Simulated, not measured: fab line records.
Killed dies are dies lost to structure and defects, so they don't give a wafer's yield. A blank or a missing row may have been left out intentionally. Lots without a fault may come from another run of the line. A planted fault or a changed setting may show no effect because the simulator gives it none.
What tool caused it? + flow nand_harc + 7 lots, 19 wafers sampled, at 2 steps of a route of 1302

== WHAT THE GAUGES READ, wafer by wafer ==
NHARC_P_GATE_CD_MEAS_26: the cd target is 120 nm.
| lot  | measured     | on        | cd_nm (nm)        |
|------|--------------|-----------|-------------------|
| L311 | day 5 16:55  | cd_sem-03 | 119.9 120.6 120.1 |
| L313 | day 6 17:37  | cd_sem-01 | 120.5 120.9 120.5 |
| L315 | day 7 11:23  | cd_sem-03 | 120.0 120.2 119.4 |
| L317 | day 8 00:34  | cd_sem-01 | 119.3 120.1 119.6 |
| L327 | day 12 01:57 | cd_sem-03 | 105.3 105.3       |
| L330 | day 13 08:11 | cd_sem-02 | 121.1 120.6 120.7 |
| L333 | day 14 18:17 | cd_sem-03 | 119.6 120.4 121.1 |

== WHICH TOOL RAN EACH LOT (tool, then ch and the chambers of the sampled wafers, then the start) ==
| lot  | NHARC_P_GATE_PEB_24               |
|------|-----------------------------------|
| L311 | litho_track-06 ch 0, day 5 16:50  |
| L313 | litho_track-01 ch 0, day 6 17:32  |
| L315 | litho_track-06 ch 0, day 7 11:19  |
| L317 | litho_track-06 ch 0, day 8 00:29  |
| L327 | litho_track-04 ch 0, day 12 01:52 |
| L330 | litho_track-06 ch 0, day 13 08:06 |
| L333 | litho_track-06 ch 0, day 14 18:12 |
- NHARC_P_GATE_PEB_24: peb time 65 s.

== THE ANSWER, worked out from the rows above alone ==
Rule: what is usual is taken from the lots themselves. The widest of any qualifying gaps counts: lots, ordered by their means at a reading, are off when they make up no more than a third of the lots, leave a main group of 4 or more, and stand apart from it by 3 or more times the standard deviation of that group's means. Not used: any main group whose means are identical at the precision the tables above print for the reading. Also off: a lot with no number at a reading for which 4 or more lots have one. Any other lot the step has rows for is counted as sound.
Off: L327, at NHARC_P_GATE_CD_MEAS_26 (cd_nm). The main group has a mean of 120.3 nm with a standard deviation of 0.4.
If a tool, at a process step before that reading, ran all the lots that are off and no sound lot after the first of them, it fits. Gauges at NHARC_P_GATE_CD_MEAS_26: tried the same way as those tools. One fits: litho_track-04 at NHARC_P_GATE_PEB_24. It ran no sound lot before its first lot that is off in this sample, so the start can't be narrowed down.

== WHAT HAD BEEN PUT IN BY THE SIMULATOR ==
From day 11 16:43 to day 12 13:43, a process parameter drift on litho_track-04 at NHARC_P_GATE_PEB_24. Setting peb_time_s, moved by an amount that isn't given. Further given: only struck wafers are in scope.
Lots struck among those shown: L327. The same result came from the rule above.
